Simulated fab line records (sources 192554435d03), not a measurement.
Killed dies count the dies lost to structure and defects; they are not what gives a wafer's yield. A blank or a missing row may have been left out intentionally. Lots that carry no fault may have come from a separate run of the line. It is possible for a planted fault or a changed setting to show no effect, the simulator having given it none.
Matching of chambers -- flow n5 finfet -- cmp-02 running N5_DUMMY_GATE_CMP_04: 4 sister chambers
The step polishes a-Si. 4 wafers are shown with their chamber, then 7 later ones without.

WAFERS PAIRED WITH THEIR CHAMBERS
wafer,chamber,motor current A (A)
L082.3,2,9.9
L084.3,0,10.4
L089.1,3,10.8
L089.4,1,12.8

WAFERS WITH NO CHAMBER GIVEN
wafer,motor current A (A)
L089.6,10.9
L091.2,12.5
L091.3,10.7
L091.5,10.7
L095.2,10.7
L095.5,10.4
L095.6,11.6

THE CHAMBER EACH PASSED THROUGH
wafer,from the rows above,in truth
L089.6,can't be placed: 3 or 0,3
L091.2,1,1
L091.3,can't be placed: 3 or 0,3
L091.5,can't be placed: 3 or 0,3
L095.2,can't be placed: 3 or 0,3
L095.5,can't be placed: 0 or 3 or 2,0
L095.6,can't be placed: 3 or 0 or 1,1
Correctly placed: 1 of 7. Cannot be placed on the basis of these rows: 6; the candidates contain the true chamber in 6. Number placed wrongly: 0.
How it was worked out, from the rows above alone: a wafer's distance from a chamber is the root of the sum, over the readings, of the square of ((its reading less the chamber's mean) divided by the reading's scatter). If the next closest chamber is less than 2 further off than the closest, the wafer can't be placed; otherwise it belongs to the closest. For every chamber, the mean is computed from those of its wafers that are shown. The scatter: with one shown wafer a chamber, the root of the mean of the squares of how far each hidden wafer lies from its nearest shown one.
